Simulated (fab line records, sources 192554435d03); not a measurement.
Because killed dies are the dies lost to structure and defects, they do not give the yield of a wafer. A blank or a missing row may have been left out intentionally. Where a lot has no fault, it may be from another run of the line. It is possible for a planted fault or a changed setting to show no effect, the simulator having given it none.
Comparing a struck lot with a sound one | flow n5 finfet | 16 out of 1938 route steps
Sound: the wafers L838.1, L838.2, L838.6. Struck: wafer L840.1 (L840.2, L840.6, from the same lot, were not struck and are left out); the cause is given at the end.
Each step with rows lists, per side, the tool, then ch with its chambers, then its first start. Under that, the readings that differ: sound wafers | struck wafers | difference of the means | sigmas: that difference in standard deviations of wafers without a fault.
alike: readings with means less than 2 such deviations apart, plus words and numbers identical on both sides. not compared: withheld readings, readings lacking a value on some wafer, bounds such as >300 that could conceal the same value, and numbers that have no deviation in the record and whose values overlap.
Wherever a step has rows on one side only, a row that says differs or no value, or a row with sigmas, the two part there. When numbers do not overlap yet have no deviation, they are printed without sigmas and do not part them. A reading that every wafer of one side lacks parts them only if that side has two wafers or more.

first, 7 steps without rows for these wafers: N5_BEOL_M1_COAT_76 (time 60 s, resist thk 5 nm); N5_BEOL_M1_COAT_22 (resist thk 30 nm); N5_BEOL_M1_EBR_24; N5_BEOL_M1_SOFTBAKE_23 (time 60 s); N5_BEOL_M1_EXPOSE_25 (exposes mask V0, defocus 5 nm, target cd 24 nm); N5_BEOL_M1_PEB_26 (peb time 60 s); N5_BEOL_M1_DEVELOP_27 (develop time 30 s).
N5_BEOL_M1_CD_MEAS_28: target cd y 23.3 nm.
  sound on cd sem-01 ch 0, day 6 07:07; struck on cd sem-03 ch 0, day 6 22:41
  alike: cd nm
N5_BEOL_M1_OVL_MEAS_29:
  sound on overlay-01 ch 0, day 6 07:09; struck on overlay-01 ch 0, day 6 22:43
  alike: V0_OVL
N5_BEOL_M1_INSPECT_30: inspects for defects (brightfield).
  struck on defect inspect-01, day 6 22:46; sound on defect inspect-01, day 6 07:13
  alike: raw defect count
N5_BEOL_M1_DESCUM_33: chemistry O2, time 7 s.
  sound on rie diel-04 ch 0,1,3, day 6 07:14; struck on rie diel-04 ch 0, day 6 22:49
  alike: bias power w, drypump motor current A, oes product au, rf vpp V, showerhead plenum p Torr, throttle valve pct
  not compared: rf hours counter h
N5_BEOL_M1_ETCH_77: etches underlayer in N2/H2, target depth 6.5 nm, time 5.2 s.
  sound on rie diel-04 ch 0,1,3, day 6 07:17; struck on rie diel-04 ch 0, day 6 22:50
  alike: bias w, drypump motor current A, etch rf on time s, n2 flow sccm, oes product au, rf vpp V, showerhead plenum p Torr, throttle valve pct
  not compared: rf hours counter h
N5_BEOL_M1_ETCH_69: etches SiARC in CF4, target depth 15.6 nm, time 26 s.
  sound on rie diel-04 ch 0,1,3, day 6 07:17; struck on rie diel-04 ch 0, day 6 22:52
  reading               | sound          | struck | difference | sigmas
  etch rf on time s (s) | 27.3 26.2 26.6 | 33.0   | +6.3       | +7
  alike: bias w, drypump motor current A, oes product au, rf vpp V, showerhead plenum p Torr, throttle valve pct
  not compared: rf hours counter h
N5_BEOL_M1_ALD_98: deposits SiO2, target thk 2.5 nm, pulse time 1 s, co reactant pulse time 1 s.
  sound on ald sin-02 ch 0,2, day 6 07:23; struck on ald sin-02 ch 3, day 6 22:56
  alike: heater power w, precursor pulse height rel
N5_BEOL_M4_RC_MEAS_101:
  sound on prober-02 ch 0, day 8 02:00; struck on prober-02 ch 0, day 8 22:36
  reading       | sound       | struck | difference | sigmas
  ION_P (uA/um) | 481 458 461 | 445    | -22        | -2
  alike: DIBL_N, DIBL_P, IOFF_N, IOFF_P, ION_N, SS_N, SS_P, VT_N, VT_P
-- here the record skips 4 days between the struck wafers' starts before and after, leaving off in module BEOL_M4 and picking up in module PASSIVATION (first step shown: number 1936 of the route) --
N5_PASSIVATION_PROBE_49:
  rows exist in the record for the struck wafers here (prober-01, day 13 05:59), but not for the sound ones

WHERE THEY PART
At N5_BEOL_M1_ETCH_69 first; at N5_PASSIVATION_PROBE_49 last (within this record only).

WHY: the cause the simulator had injected
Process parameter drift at N5_BEOL_M1_ETCH_69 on rie diel-04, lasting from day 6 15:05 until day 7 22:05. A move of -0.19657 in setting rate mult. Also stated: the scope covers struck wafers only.
